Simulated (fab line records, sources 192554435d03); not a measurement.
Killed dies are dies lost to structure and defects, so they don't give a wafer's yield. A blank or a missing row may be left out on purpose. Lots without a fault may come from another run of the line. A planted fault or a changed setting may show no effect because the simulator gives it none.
fab line records | flow n5_finfet | part 1 of 2: steps 1 to 19 of 25
record lots=5 wafers=15 last_day=16
route steps=1938 shown MOL_CONTACT_COAG@567
lots that met no fault: from a run of the same line without faults
start_h: hours from the record's first day to the start of the lot's first wafer shown | wait_h: hours since the lot's step before | " the same as in the row above | L1.1+2: a row that stands for several wafers | - no value, or no start given | * or withheld: withheld | < > ~ a bound
route shown NAME@n: a module of which the file shows steps, and the number in the route of the first | usual: mean/standard deviation of fault-free wafers | same: alike in all rows | chamber/n: place in a boat | sites: the reading at each site | _std_site: their standard deviation | _edge_site: outer sites' mean less inner sites' | radius_mm: how far each site lies from the wafer's centre | mask NAME#n: copy n | behind: the tool/chamber that last shaped the wafer | hold: why the lot was held/for how many hours/how that ended | device: the transistor (n, p or np) that didn't switch | end of line: the same wafers' tests at the end of the route | a step without rows: its recipe alone | killed: dies lost to structure and defects at the first sort, not the wafer's yield | map: a wafer's dies, x killed, . not, _ none there
set.NAME: the setting as run; set.NAME@STEP: as run at that earlier step | model.NAME: the simulator's own value behind a step, which no gauge read
lots at some steps of the route; a table a step, a row a wafer
services: from which hour (start_h, from the record's first day; less than 0 if before it) a tool's chamber was out of use, for how many hours, and why
## steps
# step N5_MOL_CONTACT_COAG_COAT_78
# recipe resist=CAR-EUV spin_rpm=1500 resist_thk_nm=40
# columns lot.wafer tool chamber start_h wait_h
L075.1+3+5 litho_track-04 0 - -
L082.2+3+6 litho_track-02 0 - -
L089.2+3+5 litho_track-02 0 - -
L090.1+2+5 litho_track-02 0 - -
L092.1+2+4 litho_track-02 0 - -
# step N5_MOL_CONTACT_COAG_EBR_80
# recipe solvent=PGMEA ebr_width_mm=1.5
# columns lot.wafer tool chamber start_h wait_h
L075.1+3+5 litho_track-04 0 - -
L082.2+3+6 litho_track-02 0 - -
L089.2+3+5 litho_track-02 0 - -
L090.1+2+5 litho_track-02 0 - -
L092.1+2+4 litho_track-02 0 - -
# step N5_MOL_CONTACT_COAG_SOFTBAKE_79
# recipe temp_c=110 time_s=60 resist=CAR-EUV
# columns lot.wafer tool chamber start_h wait_h
L075.1+3+5 litho_track-04 0 - -
L082.2+3+6 litho_track-02 0 - -
L089.2+3+5 litho_track-02 0 - -
L090.1+2+5 litho_track-02 0 - -
L092.1+2+4 litho_track-02 0 - -
# step N5_MOL_CONTACT_COAG_EXPOSE_81
# recipe mask_id=VG na=0.33 source_shape=annular sigma_inner=0.3 sigma_outer=0.7 polarization=unpolarized defocus_nm=0 dose_mj=59.5
# same na=0.33 sigma_outer=0.7
# columns lot.wafer tool chamber start_h wait_h mask
L075.1+3+5 euv_scanner-01 0 104.96 - VG#0
L082.2+3+6 euv_scanner-01 0 143.45 - VG#0
L089.2+3+5 euv_scanner-01 0 193.42 - VG#0
L090.1+2+5 euv_scanner-02 0 194.01 - VG#0
L092.1+2+4 euv_scanner-02 0 204.87 - VG#0
# step N5_MOL_CONTACT_COAG_PEB_82
# recipe peb_temp_c=100 peb_time_s=60 resist=CAR-EUV
# same peb_time_s=60
# columns lot.wafer tool chamber start_h wait_h
L075.1+3+5 litho_track-04 0 105.04 0.1
L082.2+3+6 litho_track-05 0 143.52 0.1
L089.2+3+5 litho_track-04 0 193.49 0.1
L090.1+2+5 litho_track-05 0 194.09 0.1
L092.1+2+4 litho_track-02 0 204.95 0.1
# step N5_MOL_CONTACT_COAG_DEVELOP_83
# recipe develop_time_s=30 developer=TMAH resist=CAR-EUV rinse_liquid=surfactant_rinse dry=air_spin dev_temp_c=23
# columns lot.wafer tool chamber start_h wait_h
L075.1+3+5 litho_track-04 0 - -
L082.2+3+6 litho_track-05 0 - -
L089.2+3+5 litho_track-04 0 - -
L090.1+2+5 litho_track-05 0 - -
L092.1+2+4 litho_track-02 0 - -
# step N5_MOL_CONTACT_COAG_CD_MEAS_84
# recipe target_cd_nm=25.1 landing_energy_ev=500 detector=se_inlens polarity=opening
# usual cd_nm=25.12/0.25
# columns lot.wafer tool chamber start_h wait_h cd_nm
L075.1 cd_sem-02 0 105.11 - 25.32
L075.3 " 0 " " 25.35
L075.5 " 0 " " 24.83
L082.2 cd_sem-01 0 143.59 - 24.65
L082.3 " 0 " " 25.21
L082.6 " 0 " " 25.03
L089.2 cd_sem-03 0 193.55 - 24.86
L089.3 " 0 " " 25.14
L089.5 " 0 " " 25.07
L090.1 cd_sem-03 0 194.16 - 25.68
L090.2 " 0 " " 25.23
L090.5 " 0 " " 25.45
L092.1 cd_sem-02 0 205.02 - 25.25
L092.2 " 0 " " 25.23
L092.4 " 0 " " 25.09
# step N5_MOL_CONTACT_COAG_OVL_MEAS_85
# recipe points_per_wafer=522
# usual VG_OVL=-0.2/0.84
# columns lot.wafer tool chamber start_h wait_h VG_OVL[nm]
L075.1 overlay-01 0 105.14 0.0 -0.2
L075.3 " 0 " " -0.1
L075.5 " 0 " " 0.3
L082.2 overlay-02 0 143.62 0.0 -0.6
L082.3 " 0 " " -0.3
L082.6 " 0 " " -0.7
L089.2 overlay-02 0 193.59 0.0 0.1
L089.3 " 0 " " 0.3
L089.5 " 0 " " 0.5
L090.1 overlay-02 0 194.19 0.0 -0.4
L090.2 " 0 " " -1.6
L090.5 " 0 " " -1.0
L092.1 overlay-02 0 205.05 0.0 0.1
L092.2 " 0 " " -1.2
L092.4 " 0 " " -0.6
# step N5_MOL_CONTACT_COAG_INSPECT_57
# recipe mode=adi inspect_instrument=brightfield
# usual raw_defect_count=195/50
# columns lot.wafer tool chamber start_h wait_h raw_defect_count
L075.1 defect_inspect-02 - 105.20 0.1 224
L075.3 " - " " 176
L075.5 " - " " 197
L082.2 defect_inspect-02 - 143.67 0.0 239
L082.3 " - " " 236
L082.6 " - " " 311
L089.2 defect_inspect-01 - 193.64 0.0 203
L089.3 " - " " 167
L089.5 " - " " 179
L090.1 defect_inspect-02 - 194.25 0.1 242
L090.2 " - " " 270
L090.5 " - " " 351
L092.1 defect_inspect-01 - 205.11 0.1 177
L092.2 " - " " 151
L092.4 " - " " 189
# step N5_MOL_CONTACT_COAG_DESCUM_88
# recipe chemistry=O2 time_s=7 source_power_w=50 bias_power_w=20 pressure_mtorr=20 rf_frequency_hz=2.712e+07 temp_c=40 resist=CAR-EUV o2_flow_sccm=225
# usual drypump_motor_current_A=5.6/0.32 o2_flow_sccm=225.1/0.65 oes_product_au=0.79/0.081 rf_fwd_power_W=49.30/0.27 rf_vpp_V=243.2/1.2 showerhead_plenum_p_Torr=2.09/0.063 throttle_valve_pct=20.56/0.25
# columns lot.wafer tool chamber start_h wait_h drypump_motor_current_A o2_flow_sccm oes_product_au rf_fwd_power_W rf_hours_counter_h rf_vpp_V showerhead_plenum_p_Torr throttle_valve_pct
L075.1 rie_diel-02 3 105.60 0.4 5.1 224.1 0.76 49.27 157 242.7 2.19 20.93
L075.3 " 2 " " 5.3 224.7 0.73 49.11 180 242.0 2.00 20.89
L075.5 " 3 " " 5.1 224.3 0.76 49.21 - 244.7 2.19 20.94
L082.2 rie_diel-01 0 144.27 0.6 5.7 224.9 0.85 49.57 60 244.4 2.12 20.50
L082.3 " 2 " " 5.6 223.2 0.83 49.74 87 242.1 2.12 20.56
L082.6 " 1 " " 5.8 223.9 0.93 49.00 - 244.4 2.13 20.25
L089.2 rie_diel-06 3 194.05 0.4 5.9 225.5 0.74 49.41 174 241.8 1.99 20.48
L089.3 " 0 " " 5.2 225.7 0.71 49.65 211 243.5 2.18 20.94
L089.5 " 3 " " 5.9 225.6 0.75 49.71 - 240.7 1.99 20.50
L090.1 rie_diel-02 1 194.72 0.5 5.2 225.6 0.76 49.83 150 243.8 2.11 20.54
L090.2 " 3 " " 5.1 225.4 0.73 49.16 188 246.1 2.18 20.98
L090.5 " 1 " " 5.2 224.8 0.76 49.66 - 242.8 2.11 20.53
L092.1 rie_diel-02 2 205.14 0.0 5.3 225.5 0.71 49.27 208 242.1 1.99 20.93
L092.2 " 0 " " 6.2 225.3 0.77 49.38 164 242.5 2.00 20.31
L092.4 " 1 " " 5.2 223.6 0.77 49.45 153 241.9 2.11 20.56
# step N5_MOL_CONTACT_COAG_ETCH_89
# recipe chemistry=N2/H2 target=underlayer target_depth_a=130 mask_material=CAR-EUV time_s=10.4 ion_energy_ev=200 pressure_mtorr=30 source_w=840 bias_w=150 n2_flow_sccm=200 h2_flow_sccm=200 ends=cleared
# usual bias_w=150.1/0.43 drypump_motor_current_A=5.6/0.32 etch_rf_on_time_s=10.37/0.22 oes_product_au=0.68/0.07 rf_fwd_power_W=819.4/2.3 rf_vpp_V=523.8/2.2 showerhead_plenum_p_Torr=2.54/0.073 throttle_valve_pct=17.97/0.24
# columns lot.wafer tool chamber start_h wait_h bias_w drypump_motor_current_A etch_rf_on_time_s oes_product_au rf_fwd_power_W rf_hours_counter_h rf_vpp_V showerhead_plenum_p_Torr throttle_valve_pct
L075.1 rie_diel-02 3 105.64 0.0 149.9 5.1 10.40 0.65 820.0 157 528.2 2.66 18.41
L075.3 " 2 " " 151.1 5.3 10.33 0.62 816.7 180 523.5 2.41 18.28
L075.5 " 3 " " 150.5 5.1 10.49 0.64 821.9 - 527.7 2.66 18.39
L082.2 rie_diel-01 0 144.30 0.0 149.9 5.8 10.52 0.71 819.1 60 525.2 2.58 17.92
L082.3 " 2 " " 149.1 5.7 10.41 0.68 820.0 87 523.1 2.57 18.07
L082.6 " 1 " " 149.8 5.8 10.39 0.79 818.6 - 525.2 2.58 17.55
L089.2 rie_diel-06 3 194.08 0.0 149.8 5.9 10.50 0.63 819.1 174 520.5 2.44 18.11
L089.3 " 0 " " 150.2 5.2 10.76 0.60 817.7 211 526.0 2.61 18.11
L089.5 " 3 " " 149.9 5.9 10.61 0.63 818.5 - 521.1 2.44 18.13
L090.1 rie_diel-02 1 194.75 0.0 150.9 5.2 10.57 0.64 821.6 150 524.3 2.55 17.87
L090.2 " 3 " " 149.7 5.1 10.41 0.63 815.9 188 526.4 2.65 18.44
L090.5 " 1 " " 150.7 5.3 10.47 0.65 823.6 - 525.9 2.55 17.86
L092.1 rie_diel-02 2 205.18 0.0 149.8 5.3 10.27 0.62 819.4 208 520.7 2.40 18.31
L092.2 " 0 " " 149.6 6.1 10.37 0.65 816.3 164 523.0 2.43 17.79
L092.4 " 1 " " 150.0 5.2 10.52 0.64 819.9 153 524.5 2.55 17.87
# step N5_MOL_CONTACT_COAG_ETCH_90
# recipe chemistry=CF4 target=SiARC target_depth_a=130 mask_material=CAR-EUV time_s=21.7 ion_energy_ev=80 pressure_mtorr=40 source_w=545 bias_w=36 Ar_flow_sccm=100 cf4_flow_sccm=100 ends=cleared
# usual bias_w=36.00/0.13 drypump_motor_current_A=5.6/0.32 etch_rf_on_time_s=21.6/0.36 oes_product_au=0.68/0.068 rf_fwd_power_W=531.6/1.8 rf_vpp_V=184.1/1.1 showerhead_plenum_p_Torr=2.15/0.054 throttle_valve_pct=15.74/0.21
# columns lot.wafer tool chamber start_h wait_h bias_w drypump_motor_current_A etch_rf_on_time_s oes_product_au rf_fwd_power_W rf_hours_counter_h rf_vpp_V showerhead_plenum_p_Torr throttle_valve_pct
L075.1 rie_diel-02 3 105.66 0.0 36.21 5.1 21.5 0.65 531.5 157 185.4 2.22 15.95
L075.3 " 2 " " 36.02 5.3 21.9 0.62 530.8 180 182.2 2.06 16.10
L075.5 " 3 " " 36.29 5.1 21.6 0.65 530.4 - 185.5 2.22 15.96
L082.2 rie_diel-01 0 144.32 0.0 36.00 5.7 21.8 0.71 531.2 60 184.3 2.16 15.58
L082.3 " 2 " " 36.10 5.7 21.4 0.70 529.4 87 184.6 2.16 15.67
L082.6 " 1 " " 36.00 5.7 21.6 0.80 529.8 - 187.1 2.19 15.49
L089.2 rie_diel-06 3 194.10 0.0 36.12 5.9 21.7 0.65 531.0 174 182.9 2.06 15.77
L089.3 " 0 " " 36.12 5.2 22.3 0.60 532.1 211 186.5 2.21 16.01
L089.5 " 3 " " 36.03 5.9 21.7 0.64 530.9 - 182.0 2.06 15.79
L090.1 rie_diel-02 1 194.77 0.0 36.10 5.2 21.9 0.64 530.5 150 183.6 2.15 15.64
L090.2 " 3 " " 35.82 5.1 21.9 0.63 530.4 188 184.6 2.21 16.00
L090.5 " 1 " " 35.91 5.2 22.3 0.64 529.5 - 183.1 2.15 15.65
L092.1 rie_diel-02 2 205.20 0.0 36.11 5.3 21.8 0.60 527.2 208 183.2 2.05 16.15
L092.2 " 0 " " 35.95 6.2 21.9 0.65 533.3 164 183.9 2.06 15.59
L092.4 " 1 " " 35.94 5.2 21.9 0.64 532.2 153 184.7 2.15 15.67
# step N5_MOL_CONTACT_COAG_ALD_131
# recipe material=SiO2 target_thk_a=50 temp_c=100 ald_precursor_family=BDEAS ald_co_reactant=O2-plasma pulse_time_s=1 co_reactant_pulse_time_s=1 purge_time_s=2 co_reactant_purge_time_s=2 ald_cycles=35 pressure_torr=2
# usual heater_power_w=79/9 precursor_pulse_height_rel=1.001/0.018
# same pulse_time_s=1
# columns lot.wafer tool chamber start_h wait_h heater_power_w precursor_pulse_height_rel
L075.1 ald_sin-03 3 105.74 0.1 69 1.001
L075.3 " 2 " " 83 1.042
L075.5 " 3 " " 67 1.003
L082.2 ald_sin-01 2 144.40 0.1 88 1.002
L082.3 " 1 " " 90 0.970
L082.6 " 1 " " 91 0.984
L089.2 ald_sin-01 1 194.18 0.1 92 1.005
L089.3 " 2 " " 90 1.008
L089.5 " 3 " " 66 1.029
L090.1 ald_sin-01 0 194.85 0.1 86 1.029
L090.2 " 3 " " 65 0.999
L090.5 " 3 " " 67 1.005
L092.1 ald_sin-01 2 205.73 0.5 89 1.026
L092.2 " 1 " " 93 0.976
L092.4 " 3 " " 67 1.014
# step N5_MOL_CONTACT_COAG_ETCHBACK_132
# recipe chemistry=CHF3 target=SiO2 target_depth_a=100 time_s=6.7 ion_energy_ev=200 pressure_mtorr=30 source_w=610 bias_w=170 Ar_flow_sccm=200 CHF3_flow_sccm=50
# usual bias_w=170.0/0.51 drypump_motor_current_A=5.5/0.33 oes_f_703_au=0.78/0.069 oes_product_au=0.78/0.076 rf_fwd_power_W=601/3.3 rf_vpp_V=524/11 showerhead_plenum_p_Torr=2.39/0.066 throttle_valve_pct=18.89/0.16
# columns lot.wafer tool chamber start_h wait_h bias_w drypump_motor_current_A oes_f_703_au oes_product_au rf_fwd_power_W rf_hours_counter_h rf_vpp_V showerhead_plenum_p_Torr throttle_valve_pct
L075.1 rie_diel-06 3 105.92 0.1 170.2 5.9 0.79 0.77 602 139 506 2.30 18.83
L075.3 " 0 " " 170.0 5.2 0.74 0.72 606 175 514 2.46 19.00
L075.5 " 2 " " 170.4 5.1 0.72 0.72 601 - 528 2.49 18.90
L082.2 rie_diel-02 2 144.71 0.2 170.5 5.3 0.72 0.72 601 192 535 2.27 19.21
L082.3 " 1 " " 169.9 5.2 0.76 0.78 604 134 516 2.39 18.71
L082.6 " 3 " " 170.0 5.1 0.73 0.74 600 - 540 2.47 19.10
L089.2 rie_diel-06 0 194.50 0.2 169.6 5.2 0.72 0.69 604 211 514 2.45 19.08
L089.3 " 2 " " 171.2 5.1 0.70 0.69 602 208 526 2.47 18.95
L089.5 " 2 " " 170.2 5.1 0.70 0.69 602 - 526 2.47 18.96
L090.1 rie_diel-01 2 195.03 0.1 170.2 5.7 0.81 0.80 604 105 517 2.39 18.83
L090.2 " 0 " " 169.8 5.8 0.81 0.81 604 78 529 2.41 18.83
L090.5 " 1 " " 169.8 5.8 0.88 0.89 595 - 535 2.43 18.67
L092.1 rie_diel-06 0 205.91 0.1 168.9 5.2 0.72 0.70 601 216 512 2.44 19.06
L092.2 " 2 " " 170.4 5.1 0.69 0.69 599 213 527 2.47 18.96
L092.4 " 0 " " 169.7 5.2 0.73 0.70 602 - 512 2.45 19.07
# step N5_MOL_CONTACT_COAG_ETCH_91
# recipe chemistry=N2/H2 target=SOC target_depth_a=600 overetch_a=210 mask_material=SiARC temp_c=40 time_s=101.2 ion_energy_ev=200 pressure_mtorr=30 source_w=840 bias_w=150 n2_flow_sccm=200 h2_flow_sccm=200
# usual bias_w=150.0/0.44 drypump_motor_current_A=5.5/0.32 oes_product_au=0.65/0.06 rf_fwd_power_W=835/3.1 rf_vpp_V=523.9/2.2 showerhead_plenum_p_Torr=2.54/0.074 throttle_valve_pct=17.95/0.21
# columns lot.wafer tool chamber start_h wait_h bias_w drypump_motor_current_A oes_product_au rf_fwd_power_W rf_hours_counter_h rf_vpp_V showerhead_plenum_p_Torr throttle_valve_pct
L075.1 rie_diel-06 3 105.95 0.0 150.7 5.9 0.65 840 140 520.4 2.46 18.01
L075.3 " 0 " " 149.0 5.2 0.62 840 175 527.4 2.63 18.00
L075.5 " 2 " " 149.5 5.1 0.60 831 - 526.3 2.64 17.86
L082.2 rie_diel-02 2 144.74 0.0 150.0 5.3 0.60 829 192 522.2 2.41 18.25
L082.3 " 1 " " 150.4 5.2 0.64 834 134 522.2 2.56 17.80
L082.6 " 3 " " 149.2 5.1 0.63 834 - 526.4 2.66 18.36
L089.2 rie_diel-06 0 194.54 0.0 149.9 5.2 0.60 831 211 526.0 2.61 18.07
L089.3 " 2 " " 149.8 5.1 0.58 837 208 526.8 2.62 17.92
L089.5 " 2 " " 149.9 5.1 0.58 834 - 524.7 2.62 17.92
L090.1 rie_diel-01 2 195.07 0.0 149.9 5.7 0.67 834 105 523.5 2.56 18.07
L090.2 " 0 " " 150.0 5.7 0.69 839 78 525.3 2.57 17.89
L090.5 " 1 " " 149.5 5.7 0.75 832 - 525.2 2.57 17.55
L092.1 rie_diel-06 0 205.94 0.0 149.7 5.2 0.59 835 216 526.2 2.61 18.10
L092.2 " 2 " " 150.3 5.1 0.58 835 213 525.1 2.62 17.92
L092.4 " 0 " " 150.0 5.2 0.59 838 - 526.1 2.61 18.10
# step N5_MOL_CONTACT_COAG_STRIP_92
# recipe chemistry=N2/H2 temp_c=40 n2_flow_sccm=200 h2_flow_sccm=200 rf_frequency_hz=6e+07
# columns lot.wafer tool chamber start_h wait_h
L075.1+3+5 rie_diel-06 3,0,2 106.02 0.0
L082.2+3+6 rie_diel-02 2,1,3 144.81 0.0
L089.2+3+5 rie_diel-06 0,2,2 194.61 0.0
L090.1+2+5 rie_diel-01 2,0,1 195.14 0.0
L092.1+2+4 rie_diel-06 0,2,0 206.01 0.0
# step N5_MOL_CONTACT_COAG_STRIP_93
# recipe chemistry=N2/H2 temp_c=40 n2_flow_sccm=200 h2_flow_sccm=200 rf_frequency_hz=6e+07
# columns lot.wafer tool chamber start_h wait_h
L075.1+3+5 rie_diel-06 3,0,2 106.03 0.0
L082.2+3+6 rie_diel-02 2,1,3 144.82 0.0
L089.2+3+5 rie_diel-06 0,2,2 194.62 0.0
L090.1+2+5 rie_diel-01 2,0,1 195.15 0.0
L092.1+2+4 rie_diel-06 0,2,0 206.02 0.0
# step N5_MOL_CONTACT_COAG_ETCHBACK_135
# recipe chemistry=CHF3 target=SiO2 target_depth_a=250 time_s=16.7 ion_energy_ev=200 pressure_mtorr=30 source_w=610 bias_w=170 Ar_flow_sccm=200 CHF3_flow_sccm=50
# usual bias_w=169.9/0.51 drypump_motor_current_A=5.5/0.32 oes_f_703_au=0.78/0.069 oes_product_au=0.78/0.075 rf_fwd_power_W=598/3.3 rf_vpp_V=524/11 showerhead_plenum_p_Torr=2.39/0.066 throttle_valve_pct=18.89/0.16
# columns lot.wafer tool chamber start_h wait_h bias_w drypump_motor_current_A oes_f_703_au oes_product_au rf_fwd_power_W rf_hours_counter_h rf_vpp_V showerhead_plenum_p_Torr throttle_valve_pct
L075.1 rie_diel-06 3 106.04 0.0 169.2 5.9 0.79 0.77 601 140 508 2.30 18.84
L075.3 " 0 " " 169.4 5.2 0.75 0.72 599 175 514 2.46 19.01
L075.5 " 2 " " 170.3 5.1 0.72 0.72 597 - 527 2.49 18.91
L082.2 rie_diel-02 2 144.83 0.0 169.1 5.3 0.72 0.72 598 192 538 2.27 19.18
L082.3 " 1 " " 169.7 5.2 0.76 0.77 603 134 517 2.39 18.73
L082.6 " 3 " " 169.2 5.1 0.74 0.75 596 - 538 2.47 19.11
L089.2 rie_diel-06 0 194.63 0.0 170.6 5.2 0.72 0.70 599 211 513 2.45 19.06
L089.3 " 2 " " 170.5 5.1 0.69 0.69 597 208 528 2.47 18.97
L089.5 " 2 " " 169.8 5.1 0.69 0.69 597 - 526 2.47 18.96
L090.1 rie_diel-01 2 195.16 0.0 169.8 5.7 0.81 0.80 602 105 515 2.39 18.82
L090.2 " 0 " " 170.7 5.7 0.82 0.82 597 79 526 2.41 18.83
L090.5 " 1 " " 170.6 5.7 0.89 0.90 597 - 535 2.43 18.68
L092.1 rie_diel-06 0 206.03 0.0 169.4 5.2 0.72 0.69 601 216 510 2.45 19.07
L092.2 " 2 " " 170.1 5.1 0.69 0.69 595 213 527 2.47 18.95
L092.4 " 0 " " 168.9 5.2 0.71 0.70 603 - 512 2.45 19.08
# step N5_MOL_CONTACT_COAG_STRIP_118
# recipe chemistry=CHF3 resist=SiARC rf_frequency_hz=6e+07
# columns lot.wafer tool chamber start_h wait_h
L075.1+3+5 rie_diel-06 3,0,2 106.07 0.0
L082.2+3+6 rie_diel-02 2,1,3 144.86 0.0
L089.2+3+5 rie_diel-06 0,2,2 194.65 0.0
L090.1+2+5 rie_diel-01 2,0,1 195.18 0.0
L092.1+2+4 rie_diel-06 0,2,0 206.06 0.0
